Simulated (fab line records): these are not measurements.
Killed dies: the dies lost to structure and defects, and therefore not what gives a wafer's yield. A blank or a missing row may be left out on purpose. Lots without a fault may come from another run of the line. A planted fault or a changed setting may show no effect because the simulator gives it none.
fab line records | flow n5-finfet
[record] lots = 6 wafers = 16 last-day = 17
route steps=1938 shown SDB@352 BEOL_M4@1111 PASSIVATION@1936
lots that met no fault: taken from a fault-free run of the same line
start-h: the number of hours between the record's first day and the start of the first shown wafer of the lot | wait-h: how many hours have passed since the lot's step before this one | " unchanged from the row above | L1.1+2: one row covering several wafers at once | - either no value or no given start | * or withheld: withheld | < > ~ a bound
route shown NAME@n: names a module that has steps shown in the file, with the first one's number in the route | usual: mean/standard deviation taken from wafers without a fault | same: alike in all rows | chamber/n: place in a boat | sites: readings site by site | _std_site: standard deviation of those values | _edge_site: outer sites' mean less inner sites' | radius-mm: how far each site lies from the wafer's centre | mask NAME#n: copy n | behind: the tool/chamber that last shaped the wafer | hold: why the lot was held/for how many hours/how that ended | device: the transistor (n, p or np) that didn't switch | end of line: the tests these same wafers got at the end of their route | a step with no rows: only its recipe | killed: at the first sort, the dies lost to defects and structure; wafer yield is something else | map: a wafer's dies, x killed, . not, _ none there
set.NAME: the setting that was run; set.NAME@STEP: the one run at that earlier step | model.NAME: the simulator's own value behind a step, which no gauge read
certain route steps with their lots: each step a table, each wafer a row
services: from which hour (start-h, from the record's first day; less than 0 if before it) a tool's chamber was out of use, for how many hours, and why
[[steps]]
[step N5_SDB_SOFTBAKE_06]
[recipe] temp-c = 110 time-s = 60 resist = CAR-ArF
[step N5_SDB_EXPOSE_08]
[recipe] mask-id = SDB na = 1.35 source-shape = conventional sigma-outer = 0.5 polarization = unpolarized dose-mj = 49.6
[step N5_SDB_PEB_09]
[recipe] peb-temp-c = withheld peb-time-s = 60 resist = CAR-ArF
[step N5_SDB_DEVELOP_10]
[recipe] develop-time-s = 30 developer = TMAH resist = CAR-ArF rinse-liquid = diw dry = air-spin dev-temp-c = 23
[step N5_SDB_CD_MEAS_11]
[recipe] target-cd-nm = 50 landing-energy-ev = 500 detector = se-inlens polarity = opening
[usual] cd-nm = 50.5/1.1
// columns lot.wafer tool chamber start-h wait-h cd-nm
L282.1 cd-sem-01 0 72.10 - 49.3
L282.3 " 0 " " 49.8
L282.4 " 0 " " 49.6
L284.1 cd-sem-02 0 85.81 - 50.3
L284.2 " 0 " " 51.0
L284.4 " 0 " " 49.3
L293.5 cd-sem-03 0 138.79 - 49.1
L293.6 " 0 " " 50.3
L294.2 cd-sem-01 0 145.81 - 49.2
L294.4 " 0 " " 50.2
L294.5 " 0 " " 50.3
L295.5 cd-sem-02 0 153.89 - 50.0
L295.6 " 0 " " 50.1
L302.1 cd-sem-02 0 193.92 - 51.6
L302.2 " 0 " " 51.1
L302.6 " 0 " " 50.9
[step N5_SDB_OVL_MEAS_12]
[recipe] points-per-wafer = 44
[usual] SDB_OVL = 0.1/0.79
// columns lot.wafer tool chamber start-h wait-h SDB_OVL[nm]
L282.1 overlay-01 0 72.13 0.0 0.7
L282.3 " 0 " " 1.4
L282.4 " 0 " " 0.1
L284.1 overlay-01 0 85.84 0.0 0.8
L284.2 " 0 " " 1.0
L284.4 " 0 " " -0.6
L293.5 overlay-02 0 138.82 0.0 0.0
L293.6 " 0 " " 0.4
L294.2 overlay-02 0 145.84 0.0 0.1
L294.4 " 0 " " 0.1
L294.5 " 0 " " 0.8
L295.5 overlay-01 0 153.92 0.0 -1.4
L295.6 " 0 " " -0.8
L302.1 overlay-01 0 193.95 0.0 0.2
L302.2 " 0 " " 0.6
L302.6 " 0 " " -0.1
[step N5_SDB_INSPECT_13]
[recipe] mode = adi inspect-instrument = brightfield
[usual] raw-defect-count = 67/26
// columns lot.wafer tool chamber start-h wait-h raw-defect-count
L282.1 defect-inspect-02 - 72.16 0.0 74
L282.3 " - " " 63
L282.4 " - " " 76
L284.1 defect-inspect-01 - 85.87 0.0 29
L284.2 " - " " 44
L284.4 " - " " 50
L293.5 defect-inspect-01 - 138.84 0.0 75
L293.6 " - " " 116
L294.2 defect-inspect-01 - 145.87 0.0 39
L294.4 " - " " 56
L294.5 " - " " 69
L295.5 defect-inspect-01 - 153.94 0.0 60
L295.6 " - " " 46
L302.1 defect-inspect-01 - 193.98 0.0 35
L302.2 " - " " 53
L302.6 " - " " 49
[step N5_SDB_DESCUM_16]
[recipe] chemistry = O2 time-s = 7.9 source-power-w = 50 bias-power-w = 20 pressure-mtorr = 20 rf-frequency-hz = 2.712e+07 temp-c = 40 resist = CAR-ArF o2-flow-sccm = 225
[usual] drypump-motor-current-A = 5.8/0.43 oes-product-au = 0.79/0.097 rf-vpp-V = 243.3/1.4 showerhead-plenum-p-Torr = 2.09/0.071 throttle-valve-pct = 20.34/0.2
// columns lot.wafer tool chamber start-h wait-h drypump-motor-current-A oes-product-au rf-hours-counter-h rf-vpp-V showerhead-plenum-p-Torr throttle-valve-pct
L282.1 rie-diel-02 3 72.52 0.4 6.3 0.74 169 243.8 2.17 20.05
L282.3 " 1 " " 5.6 0.71 194 241.3 1.99 20.43
L282.4 " 0 " " 5.9 0.95 17 243.6 2.13 20.21
L284.1 rie-diel-03 0 86.07 0.2 5.8 0.68 240 242.9 2.05 20.47
L284.2 " 3 " " 6.1 0.94 19 244.7 2.13 20.24
L284.4 " 2 " " 4.8 0.71 233 243.2 2.06 20.58
L293.5 rie-diel-02 0 139.47 0.6 5.9 0.92 - 243.1 2.12 20.23
L293.6 " 3 " " 6.3 0.73 - 246.7 2.16 20.06
L294.2 rie-diel-03 2 146.23 0.4 4.8 0.68 263 242.3 2.05 20.65
L294.4 " 3 " " 6.1 0.87 - 244.0 2.12 20.27
L294.5 " 1 " " 6.2 0.93 - 244.0 2.16 20.45
L295.5 rie-diel-02 3 153.99 0.0 6.3 0.71 - 243.7 2.16 20.07
L295.6 " 2 " " 5.9 0.76 - 242.6 2.00 20.38
L302.1 rie-diel-04 3 194.55 0.6 5.5 0.82 65 241.9 2.02 20.11
L302.2 " 2 " " 6.3 0.71 245 242.8 2.07 20.67
L302.6 " 3 " " 5.5 0.82 - 242.2 2.02 20.11
[step N5_SDB_ETCH_17]
[recipe] chemistry = CF4 target = SiARC target-depth-a = 234 mask-material = CAR-ArF time-s = 39 ion-energy-ev = 80 pressure-mtorr = 40 source-w = 545 bias-w = 36 Ar_flow_sccm = 100 cf4-flow-sccm = 100 ends = cleared
[usual] bias-w = 35.99/0.1 drypump-motor-current-A = 5.8/0.43 etch-rf-on-time-s = 39.0/0.84 oes-product-au = 0.68/0.082 rf-vpp-V = 184.2/1.1 showerhead-plenum-p-Torr = 2.14/0.069 throttle-valve-pct = 15.55/0.19
// columns lot.wafer tool chamber start-h wait-h bias-w drypump-motor-current-A etch-rf-on-time-s oes-product-au rf-hours-counter-h rf-vpp-V showerhead-plenum-p-Torr throttle-valve-pct
L282.1 rie-diel-02 3 72.56 0.0 36.10 6.3 40.3 0.62 169 185.4 2.22 15.35
L282.3 " 1 " " 36.02 5.6 37.9 0.62 194 183.4 2.04 15.66
L282.4 " 0 " " 36.03 5.9 38.3 0.82 17 185.5 2.19 15.35
L284.1 rie-diel-03 0 86.11 0.0 36.11 5.7 40.4 0.57 240 183.9 2.12 15.81
L284.2 " 3 " " 35.96 6.1 39.0 0.78 19 185.4 2.18 15.45
L284.4 " 2 " " 35.89 4.8 38.5 0.61 233 183.5 2.11 15.84
L293.5 rie-diel-02 0 139.51 0.0 35.98 5.9 37.7 0.78 - 184.6 2.18 15.38
L293.6 " 3 " " 35.97 6.3 39.6 0.61 - 185.4 2.21 15.38
L294.2 rie-diel-03 2 146.27 0.0 35.95 4.8 38.5 0.59 263 181.9 2.10 15.91
L294.4 " 3 " " 35.97 6.1 38.8 0.73 - 184.2 2.17 15.50
L294.5 " 1 " " 36.01 6.2 39.1 0.81 - 184.0 2.19 15.42
L295.5 rie-diel-02 3 154.02 0.0 36.07 6.3 40.3 0.60 - 185.0 2.21 15.39
L295.6 " 2 " " 35.92 5.9 38.9 0.64 - 181.5 2.05 15.63
L302.1 rie-diel-04 3 194.59 0.0 35.96 5.6 37.8 0.72 65 181.4 2.08 15.39
L302.2 " 2 " " 35.90 6.2 38.6 0.60 245 183.8 2.11 15.82
L302.6 " 3 " " 36.02 5.6 37.9 0.72 - 183.2 2.08 15.41
[step N5_SDB_ETCH_18]
[recipe] chemistry = N2/H2 target = SOC target-depth-a = 1000 overetch-a = 200 mask-material = SiARC temp-c = 40 time-s = 150 ion-energy-ev = 200 pressure-mtorr = 30 source-w = 840 bias-w = 150 n2-flow-sccm = 200 h2-flow-sccm = 200
[usual] bias-w = 150.0/0.46 drypump-motor-current-A = 5.8/0.43 h2-flow-sccm = 200.1/0.65 oes-product-au = 0.71/0.082 rf-vpp-V = 524.1/2.4 showerhead-plenum-p-Torr = 2.55/0.082 throttle-valve-pct = 17.77/0.19
// columns lot.wafer tool chamber start-h wait-h bias-w drypump-motor-current-A h2-flow-sccm oes-product-au rf-hours-counter-h rf-vpp-V showerhead-plenum-p-Torr throttle-valve-pct
L282.1 rie-diel-02 3 72.59 0.0 150.5 6.3 200.3 0.66 169 525.5 2.65 17.59
L282.3 " 1 " " 149.8 5.6 199.8 0.63 194 520.9 2.41 17.73
L282.4 " 0 " " 149.8 5.9 199.2 0.83 17 524.7 2.59 17.57
L284.1 rie-diel-03 0 86.14 0.0 150.6 5.7 200.2 0.62 240 522.7 2.51 18.11
L284.2 " 3 " " 150.1 6.1 199.2 0.82 19 525.7 2.59 17.67
L284.4 " 2 " " 150.5 4.8 199.8 0.63 233 522.8 2.50 17.94
L293.5 rie-diel-02 0 139.59 0.1 149.9 5.9 200.2 0.80 - 523.8 2.58 17.61
L293.6 " 3 " " 150.3 6.3 199.9 0.65 - 527.2 2.64 17.63
L294.2 rie-diel-03 2 146.30 0.0 149.3 4.8 199.9 0.61 264 521.3 2.49 18.01
L294.4 " 3 " " 150.3 6.0 200.7 0.77 - 526.0 2.58 17.72
L294.5 " 1 " " 149.5 6.3 199.6 0.85 - 525.7 2.61 17.78
L295.5 rie-diel-02 3 154.11 0.1 150.7 6.3 199.2 0.64 - 526.3 2.64 17.63
L295.6 " 2 " " 150.0 5.9 199.0 0.67 - 521.8 2.45 18.01
L302.1 rie-diel-04 3 194.62 0.0 150.5 5.5 200.4 0.74 65 520.8 2.47 17.67
L302.2 " 2 " " 150.2 6.2 201.0 0.63 245 524.5 2.50 18.00
L302.6 " 3 " " 149.6 5.5 200.2 0.74 - 523.0 2.47 17.67
[step N5_SDB_STRIP_19]
[recipe] chemistry = N2/H2 temp-c = 40 n2-flow-sccm = 200 h2-flow-sccm = 200 rf-frequency-hz = 6e+07
[step N5_SDB_STRIP_21]
[recipe] chemistry = CF4 resist = SiARC power-w = 300 bias-power-w = 75 pressure-mtorr = 50 cf4-flow-sccm = 150 rf-frequency-hz = 6e+07
[usual] drypump-motor-current-A = 5.8/0.43 oes-product-au = 0.78/0.09 rf-vpp-V = 271.1/1.4 showerhead-plenum-p-Torr = 1.79/0.056 throttle-valve-pct = 13.52/0.2
// columns lot.wafer tool chamber start-h wait-h drypump-motor-current-A oes-product-au rf-hours-counter-h rf-vpp-V showerhead-plenum-p-Torr throttle-valve-pct
L282.1 rie-diel-02 3 72.73 0.0 6.3 0.73 169 271.6 1.85 13.34
L282.3 " 1 " " 5.6 0.71 194 269.8 1.71 13.66
L282.4 " 0 " " 5.9 0.93 18 273.0 1.83 13.29
L284.1 rie-diel-03 0 86.28 0.0 5.7 0.68 240 269.9 1.77 13.80
L284.2 " 3 " " 6.1 0.90 19 273.1 1.83 13.40
L284.4 " 2 " " 4.8 0.70 233 268.9 1.76 13.83
L293.5 rie-diel-02 0 139.67 0.0 5.9 0.88 - 272.2 1.83 13.34
L293.6 " 3 " " 6.3 0.72 - 273.3 1.84 13.40
L294.2 rie-diel-03 2 146.44 0.0 4.8 0.69 264 270.3 1.75 13.89
L294.4 " 3 " " 6.1 0.85 - 270.2 1.82 13.48
L294.5 " 1 " " 6.2 0.93 - 272.5 1.82 13.28
L295.5 rie-diel-02 3 154.19 0.0 6.3 0.71 - 272.2 1.84 13.40
L295.6 " 2 " " 5.9 0.74 - 269.6 1.71 13.60
L302.1 rie-diel-04 3 194.76 0.0 5.5 0.81 65 271.3 1.75 13.37
L302.2 " 2 " " 6.3 0.69 245 269.5 1.76 13.78
L302.6 " 3 " " 5.5 0.82 - 268.7 1.75 13.39
[step N5_SDB_HM_OPEN_20]
[recipe] chemistry = CH3F/O2 target = SiNx mask-material = SOC target-depth-a = 240 stop-on = poly-Si over-etch-frac = 0.4 ion-energy-ev = 120 pressure-mtorr = 30 source-w = 395 bias-w = 73 Ar_flow_sccm = 150 CH3F_flow_sccm = 30 O2_flow_sccm = 20
[usual] bias-w = 73.01/0.21 drypump-motor-current-A = 5.8/0.43 oes-product-au = 0.65/0.076 over-etch-frac = 0.4/0 rf-vpp-V = 299/7.5 showerhead-plenum-p-Torr = 2.01/0.069 throttle-valve-pct = 16.31/0.2
// columns lot.wafer tool chamber start-h wait-h bias-w drypump-motor-current-A oes-product-au over-etch-frac rf-hours-counter-h rf-vpp-V showerhead-plenum-p-Torr throttle-valve-pct model.SOC_of_SDB_COAT_03.thk-nm
L282.1 rie-diel-02 3 72.75 0.0 73.25 6.3 0.60 0.4 169 306 2.08 16.12 83.8
L282.3 " 1 " " 72.88 5.6 0.58 0.4 194 292 1.90 16.35 83.6
L282.4 " 0 " " 73.32 5.9 0.78 0.4 18 305 2.04 16.08 83.4
L284.1 rie-diel-03 0 86.30 0.0 73.18 5.7 0.56 0.4 240 303 1.98 16.54 85
L284.2 " 3 " " 73.12 6.1 0.74 0.4 19 308 2.04 16.19 83.8
L284.4 " 2 " " 72.73 4.8 0.58 0.4 233 300 1.98 16.62 84
L293.5 rie-diel-02 0 139.71 0.0 72.58 5.9 0.68 0.64708 - 305 2.04 16.12 80.4
L293.6 " 3 " " 73.31 6.3 0.59 0.4 - 307 2.08 16.13 84.2
L294.2 rie-diel-03 2 146.46 0.0 72.82 4.8 0.57 0.4 264 301 1.97 16.69 84
L294.4 " 3 " " 73.07 6.1 0.72 0.4 - 308 2.03 16.24 84.2
L294.5 " 1 " " 73.18 6.2 0.79 0.4 - 303 2.06 16.26 84.4
L295.5 rie-diel-02 3 154.23 0.0 72.90 6.3 0.56 0.64708 - 306 2.07 16.16 81.4
L295.6 " 2 " " 73.09 5.9 0.62 0.4 - 287 1.92 16.39 84.2
L302.1 rie-diel-04 3 194.78 0.0 72.96 5.5 0.65 0.4 65 286 1.94 16.09 84.2
L302.2 " 2 " " 72.92 6.3 0.57 0.4 245 297 1.98 16.61 84.2
L302.6 " 3 " " 73.01 5.5 0.67 0.4 - 284 1.94 16.10 84.6
[step N5_SDB_STRIP_22]
[recipe] chemistry = N2/H2 power-w = 1000 temp-c = 250 h2-frac = 0.65 overash-fraction = 0.3 pressure-mtorr = withheld n2-flow-sccm = 1750 h2-flow-sccm = 3250
[usual] drypump-motor-current-A = 5.69/0.23 h2-flow-sccm = 3251/9.6 heater-power-w = 343/53 oes-product-au = 0.715/0.0048 strip-time-to-endpoint-s = 96.3/0.35
// columns lot.wafer tool chamber start-h wait-h drypump-motor-current-A h2-flow-sccm heater-power-w oes-product-au rf-hours-counter-h strip-time-to-endpoint-s
L282.1 plasma-asher-02 1 72.83 0.1 5.43 3261 321 0.720 89 96.0
L282.3 " 1 " " 5.45 3262 330 0.711 - 95.8
L282.4 " 0 " " 6.04 3248 427 0.714 - 95.6
L284.1 plasma-asher-01 1 86.38 0.1 5.73 3248 302 0.722 36 97.1
L284.2 " 0 " " 5.49 3252 302 0.718 36 96.1
L284.4 " 0 " " 5.50 3240 309 0.707 - 96.3
L293.5 plasma-asher-02 0 139.84 0.1 6.03 3248 421 0.707 - 92.9
L293.6 " 1 " " 5.49 3251 331 0.714 - 96.4
L294.2 plasma-asher-01 0 146.54 0.1 5.50 3257 305 0.718 50 96.2
L294.4 " 1 " " 5.78 3250 300 0.713 - 96.4
L294.5 " 1 " " 5.75 3247 296 0.717 - 96.7
L295.5 plasma-asher-01 0 154.36 0.1 5.54 3248 298 0.715 - 93.7
L295.6 " 1 " " 5.74 3255 296 0.715 - 96.4
L302.1 plasma-asher-02 1 194.86 0.1 5.46 3248 331 0.720 112 96.4
L302.2 " 0 " " 6.05 3244 419 0.715 112 96.3
L302.6 " 1 " " 5.47 3257 329 0.711 - 96.8
[step N5_SDB_PRECLEAN_23]
[recipe] chemistry = dHF time-s = 30 temp-c = 25 dilution = withheld
[step N5_BEOL_M4_RC_MEAS_101]
[usual] DIBL_N = 36.0/1.7 DIBL_P = 35.8/2 IOFF_N = 0.15/0.03 IOFF_P = 0.20/0.037 ION_N = 670/12 ION_P = 460/7.2 SS_N = 71.5/0.68 SS_P = 73.2/0.65 VT_N = 250/3.1 VT_P = -251/3.4
// columns lot.wafer tool chamber start-h wait-h DIBL_N[mV/V] DIBL_P[mV/V] IOFF_N[nA/um] IOFF_P[nA/um] ION_N[uA/um] ION_P[uA/um] SS_N[mV/dec] SS_P[mV/dec] VT_N[mV] VT_P[mV]
L282.1 prober-01 0 175.47 0.0 36.5 34.6 0.14 0.19 664 451 72.2 73.3 252 -254
L282.3 " 0 " " 33.3 31.9 0.10 0.16 652 456 70.6 72.2 256 -255
L282.4 " 0 " " 35.3 34.9 0.14 0.20 683 471 71.2 72.7 250 -250
L284.1 prober-02 0 177.42 0.0 37.9 37.1 0.17 0.22 682 463 72.1 73.1 250 -249
L284.2 " 0 " " 36.6 36.4 0.15 0.22 675 463 70.4 72.6 252 -248
L284.4 " 0 " " 32.9 31.0 0.09 0.14 638 444 71.2 71.2 258 -255
L293.5 prober-02 0 238.58 0.6 35.3 35.9 0.14 0.20 657 455 71.6 72.8 252 -251
L293.6 " 0 " " 35.1 35.4 0.15 0.19 677 462 71.1 73.1 248 -253
L294.2 prober-01 0 255.17 0.2 34.9 33.4 0.12 0.16 661 460 71.3 72.5 253 -253
L294.4 " 0 " " 36.6 35.5 0.14 0.19 663 456 71.4 73.0 251 -250
L294.5 " 0 " " 36.3 35.3 0.14 0.19 667 458 72.2 73.2 252 -251
L295.5 prober-02 0 262.50 0.6 36.6 38.0 0.16 0.21 671 464 72.1 73.4 251 -251
L295.6 " 0 " " 36.4 36.4 0.15 0.19 678 463 72.2 73.1 248 -251
L302.1 prober-01 0 297.97 0.0 35.7 36.3 0.14 0.18 681 469 70.6 73.5 251 -254
L302.2 " 0 " " 31.8 31.9 0.10 0.13 645 445 70.0 72.4 259 -258
L302.6 " 0 " " 35.0 35.2 0.14 0.17 655 452 71.1 73.4 252 -255
[step N5_PASSIVATION_PROBE_49]
[usual] defect-limited-yield = 91.4/1.5 killed_at_M0_to_M3 = 32/9.8 killed_at_M4_up = 15/5.6 killed-at-contacts = 12/5.4 killed-at-front-end = 40/13 killed-at-other = 3.0/2.1 killed-dies = 102/17 killed-open = 67/13 killed-short = 32/7.1 sort_bin_5_function = 5.1/0.96 sort_bin_6_memory = 3.2/0.7 sort_bin_8_speed = 0.0/0.3 sort-n-pass = 1078/18 sort-yield-pct = 91.3/1.5
[same] gross-dies = 1180 killed-at-back-side = 0 sort_bin_4_leakage[%] = 0
// columns lot.wafer tool chamber start-h wait-h defect-limited-yield[%] killed_at_M0_to_M3 killed_at_M4_up killed-at-contacts killed-at-front-end killed-at-other killed-dies killed-open killed-short sort_bin_5_function[%] sort_bin_6_memory[%] sort_bin_8_speed[%] sort-n-pass sort-yield-pct[%]
L282.1 prober-02 - 289.45 0.0 90.7 36 26 8 39 1 110 70 38 5.6 3.4 0 1070 90.7
L282.3 prober-02 - 289.55 0.1 89.7 42 15 9 54 2 122 90 28 5.9 3.9 0 1058 89.7
L282.4 prober-02 - 289.60 0.2 89.3 50 10 18 47 1 126 78 45 6.4 3.6 0 1054 89.3
L293.5 prober-01 - 352.68 0.2 87.5 40 11 26 67 3 147 112 34 7.1 5.1 0 1033 87.5
L293.6 prober-01 - 352.73 0.3 87.7 56 17 14 54 4 145 100 44 7.5 4.4 0 1035 87.7
L294.2 prober-02 - 359.85 0.1 91.1 22 28 12 41 2 105 69 35 5.8 3.0 0 1075 91.1
L294.4 prober-02 - 359.95 0.2 92.0 31 15 10 34 4 94 65 25 5.1 2.2 0 1086 92.0
L294.5 prober-02 - 360.00 0.2 92.7 9 21 10 43 3 86 64 22 3.7 3.3 0 1094 92.7
L295.5 prober-01 - 375.91 0.2 90.1 37 19 3 57 1 117 72 42 6.4 3.0 0 1063 90.1
L295.6 prober-01 - 375.96 0.3 91.4 29 22 12 37 1 101 72 28 4.6 3.4 0 1079 91.4
L302.1 prober-02 - 408.83 0.0 91.4 46 7 14 32 3 102 59 38 4.6 3.1 0 1078 91.4
L302.2 prober-02 - 408.88 0.1 90.5 37 9 6 52 8 112 75 35 5.3 3.7 0 1068 90.5
L302.6 prober-02 - 409.08 0.3 91.1 34 22 6 37 6 105 68 36 5.0 3.4 0 1075 91.1
// killed by level:class
L282.1 BEOL_M0_SAQP:geometric-particle:short=12 BEOL_M4:geometric-particle:open=8 BEOL_M5:geometric-particle:open=8 FIN_SAQP:geometric-particle:open=7 BEOL_M0_SAQP:geometric-particle:open=7 FIN_SAQP:geometric-particle:short=6 DUMMY_GATE:geometric-particle:open=6 STI_FIN_REVEAL:geometric-particle:open=5
L282.3 STI_FIN_REVEAL:geometric-particle:open=20 BEOL_M0_SAQP:geometric-particle:open=18 FIN_SAQP:geometric-particle:open=9 DUMMY_GATE:geometric-particle:open=9 FIN_SAQP:geometric-particle:short=7 BEOL_M3:geometric-particle:open=7 BEOL_M0_SAQP:geometric-particle:short=6 BEOL_M2:geometric-particle:open=6
L282.4 BEOL_M0_SAQP:geometric-particle:open=17 FIN_SAQP:geometric-particle:short=13 MOL_CONTACT_COAG:geometric-particle:open=13 BEOL_M2:geometric-particle:open=10 STI_FIN_REVEAL:geometric-particle:open=7 BEOL_M0_SAQP:geometric-particle:short=7 FIN_SAQP:geometric-particle:open=6 BEOL_M4:geometric-particle:open=5
L293.5 STI_FIN_REVEAL:geometric-particle:open=21 MOL_CONTACT_COAG:geometric-particle:open=21 FIN_SAQP:geometric-particle:open=20 FIN_SAQP:geometric-particle:short=9 BEOL_M3:geometric-particle:open=9 BEOL_M1:geometric-particle:open=7 BEOL_M0_SAQP:geometric-particle:short=6 MOL_CONTACT_COAG:geometric-particle:short=5
L293.6 STI_FIN_REVEAL:geometric-particle:open=16 BEOL_M2:geometric-particle:open=12 MOL_CONTACT_COAG:geometric-particle:open=11 BEOL_M3:geometric-particle:open=10 FIN_SAQP:geometric-particle:open=8 BEOL_M2:geometric-particle:short=8 BEOL_M0_SAQP:geometric-particle:short=7 BEOL_M0_SAQP:geometric-particle:open=7
L294.2 FIN_SAQP:geometric-particle:open=13 MOL_CONTACT_COAG:geometric-particle:open=9 BEOL_M3:geometric-particle:open=6 BEOL_M4:geometric-particle:open=6 BEOL_M0_SAQP:geometric-particle:open=5 BEOL_M0_SAQP:geometric-particle:short=5 BEOL_M5:geometric-particle:open=5 BEOL_M4:geometric-particle:short=5
L294.4 MOL_CONTACT_COAG:geometric-particle:open=9 FIN_SAQP:geometric-particle:open=8 BEOL_M3:geometric-particle:open=8 BEOL_M4:geometric-particle:open=7 BEOL_M2:geometric-particle:open=6 FIN_SAQP:geometric-particle:short=5 BEOL_M0_SAQP:geometric-particle:open=5 GATE_CUT:geometric-particle:short=4
L294.5 FIN_SAQP:geometric-particle:open=18 MOL_CONTACT_COAG:geometric-particle:open=10 GATE_CUT:geometric-particle:short=8 FIN_SAQP:geometric-particle:short=7 GATE_CUT:geometric-particle:open=5 BEOL_M4:geometric-particle:open=4 BEOL_M2:geometric-particle:open=3 BEOL_M6:geometric-particle:open=3
L295.5 FIN_SAQP:geometric-particle:open=12 GATE_CUT:geometric-particle:short=10 BEOL_M3:geometric-particle:open=9 STI_FIN_REVEAL:geometric-particle:open=7 FIN_SAQP:geometric-particle:short=6 BEOL_M5:geometric-particle:open=6 BEOL_M0_SAQP:geometric-particle:open=6 STARTING-WAFER:geometric-particle:short=5
L295.6 BEOL_M4:geometric-particle:open=14 MOL_CONTACT_COAG:geometric-particle:open=11 STI_FIN_REVEAL:geometric-particle:open=9 BEOL_M0_SAQP:geometric-particle:open=8 FIN_SAQP:geometric-particle:open=7 FIN_SAQP:geometric-particle:short=7 BEOL_M0_SAQP:geometric-particle:short=7 BEOL_M3:geometric-particle:open=5
L302.1 BEOL_M0_SAQP:geometric-particle:short=10 MOL_CONTACT_COAG:geometric-particle:open=9 BEOL_M3:geometric-particle:open=9 BEOL_M0_SAQP:geometric-particle:open=8 GATE_CUT:geometric-particle:open=5 MOL_CONTACT_COAG:geometric-particle:short=5 BEOL_M1:geometric-particle:open=5 STARTING-WAFER:geometric-particle:short=5
L302.2 STI_FIN_REVEAL:geometric-particle:open=17 BEOL_M3:geometric-particle:open=10 FIN_SAQP:geometric-particle:open=7 BEOL_M0_SAQP:geometric-particle:open=7 BEOL_M0_SAQP:geometric-particle:short=7 ILD0:geometric-particle:open=6 STI_FIN_REVEAL:geometric-particle:short=5 BEOL_M0:geometric-particle:open=5
L302.6 BEOL_M0_SAQP:geometric-particle:open=13 BEOL_M4:geometric-particle:open=12 BEOL_M0_SAQP:geometric-particle:short=8 STI_FIN_REVEAL:geometric-particle:open=7 GATE_CUT:geometric-particle:short=6 MOL_CONTACT_COAG:geometric-particle:open=6 ILD0:geometric-particle:short=4 BEOL_M3:geometric-particle:open=4
[[services]]
// columns tool chamber start-h hours kind
plasma-asher-01 - 52.38 1.9 repair
rie-diel-02 1 56.93 4.6 repair
rie-diel-03 0 57.56 11.0 repair
rie-diel-04 2 58.03 14.0 repair
rie-diel-02 0 91.45 11.1 repair
plasma-asher-02 - 94.49 0.5 repair
rie-diel-02 3 99.64 9.0 repair
rie-diel-03 1 103.52 - clean
rie-diel-03 1 103.52 - consumable-replace:esc
rie-diel-03 1 103.52 - consumable-replace:focus-ring
rie-diel-03 1 103.52 35.4 scheduled-down
rie-diel-03 1 103.52 35.4 vent-cycle
plasma-asher-02 - 115.07 5.4 repair
rie-diel-02 3 117.67 8.6 repair
rie-diel-04 - 122.84 15.6 pm
rie-diel-03 0 138.96 - clean
rie-diel-03 0 138.96 - consumable-replace:focus-ring
rie-diel-03 0 138.96 29.5 scheduled-down
rie-diel-03 0 138.96 29.5 vent-cycle
plasma-asher-01 - 156.58 0.9 repair
rie-diel-03 2 168.82 - clean
rie-diel-03 2 168.82 - consumable-replace:focus-ring
rie-diel-03 2 168.82 20.2 scheduled-down
plasma-asher-01 - 177.33 0.8 repair
[[key]]
[first-sign] step = N5_SDB_HM_OPEN_20 reading = over-etch-frac direction = up sigmas = 99+ usual = 0.4 struck = 0.64708
[effect] step = N5_SDB_STRIP_22 reading = strip-time-to-endpoint-s direction = down sigmas = 8.7 usual = * struck = *
[model-effect] step = N5_SDB_HM_OPEN_20 value = SOC_of_SDB_COAT_03.thk-nm without = 83.8 struck = 80.9
met-at N5_SDB_HM_OPEN_20
struck-wafers L293.5,L295.5
onset-between 72.75 139.71
[fault] kind = process-parameter-drift tool = rie-diel-02 chamber = - onset-h = 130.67 steps = N5_SDB_HM_OPEN_20 channel = over-etch-frac offset = 0.24708 shape = step end-h = 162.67 scope = struck-wafers-only acts-in = these-recipes-only stated = 0.4
